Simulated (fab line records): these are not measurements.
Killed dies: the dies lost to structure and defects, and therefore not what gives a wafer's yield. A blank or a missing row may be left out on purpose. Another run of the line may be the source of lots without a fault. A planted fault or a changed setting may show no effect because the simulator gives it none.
Comparing a struck lot with a sound one -- flow nand_harc -- 14 steps out of a route of 1159
Sound: the wafers L695.1, L695.2, L695.3. Struck: wafers L709.1, L709.2, L709.5. At the end, the cause is stated.
Order at every step that has rows: each side's tool, ch and its chambers, its first start. Under that, the readings that differ: sound wafers -- struck wafers -- difference of the means -- sigmas: that difference in standard deviations of wafers without a fault.
alike: readings with means less than 2 such deviations apart, plus words and numbers identical on both sides. not compared: withheld readings, readings lacking a value on some wafer, bounds such as >300 that could conceal the same value, and numbers that have no deviation in the record and whose values overlap.
Wherever a step has rows on one side only, a row that says differs or no value, or a row with sigmas, the two part there. When numbers do not overlap yet have no deviation, they are printed without sigmas and do not part them. A reading that every wafer of one side lacks parts them only if that side has two wafers or more.

first, 7 steps without rows for these wafers: NHARC_P_STI_COAT_41 (time 65 s); NHARC_P_STI_COAT_03 (resist thk 600 nm); NHARC_P_STI_SOFTBAKE_04 (time 70 s); NHARC_P_STI_EBR_05; NHARC_P_STI_EXPOSE_06 (exposes mask P STI, target cd 200 nm); NHARC_P_STI_PEB_07 (peb time 80 s); NHARC_P_STI_DEVELOP_08 (time 50 s).
NHARC_P_STI_CD_MEAS_09: target cd 200 nm.
  sound on cd_sem-01 ch 0, day 3 18:06; struck on cd_sem-02 ch 0, day 7 05:01
  alike: cd_nm
NHARC_P_STI_OVL_MEAS_10:
  sound: overlay-02 at day 3 18:11; struck: overlay-01 at day 7 05:06
  alike: overlay_x_nm, overlay_y_nm
NHARC_P_STI_INSPECT_11:
  sound: defect_inspect-02 at day 3 18:14; struck: defect_inspect-02 at day 7 05:08
  alike: raw_defect_count
then, 1 step without rows for these wafers: NHARC_P_STI_HARDBAKE_13 (time 65 s).
NHARC_P_STI_DESCUM_14: chemistry O2, time 3 s.
  sound on rie_diel-13 ch 0,2,3, day 3 18:22; struck on rie_diel-13 ch 0,2,3, day 7 05:17
  alike: drypump_motor_current_A, oes_product_au, rf_vpp_V, showerhead_plenum_p_Torr, throttle_valve_pct
  not compared: rf_hours_counter_h
NHARC_P_STI_ETCH_42: etches the open film in N2/H2, target depth 80 nm, overetch 24 nm, time 61 s.
  sound on rie_diel-13 ch 0,2,3, day 3 18:27; struck on rie_diel-13 ch 0,2, day 7 05:22
  no value came back on the struck wafers for any of 9 readings (bias_w (W), chamber_pressure_mTorr (mTorr) and others); on the sound wafers bias_w (W) reads 149.8 150.1 149.6
NHARC_P_STI_ETCH_31: etches the open film in CF4/CHF3, target depth 108.9 nm, time 54.5 s.
  sound on rie_diel-13 ch 0,1,2; struck on rie_diel-13 ch 0,1, day 7 05:26
  alike: bias_w, cf4_flow_sccm, drypump_motor_current_A, oes_product_au, rf_vpp_V, showerhead_plenum_p_Torr, throttle_valve_pct
  not compared: rf_hours_counter_h

== WHERE THEY PART ==
Only at NHARC_P_STI_ETCH_42, within this record. Later steps at which nothing parts them and some readings are alike: NHARC_P_STI_ETCH_31.

WHY: whatever the simulator had introduced
Entire step skipped (rie_diel-13, NHARC_P_STI_ETCH_42), from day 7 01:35 onward. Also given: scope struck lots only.
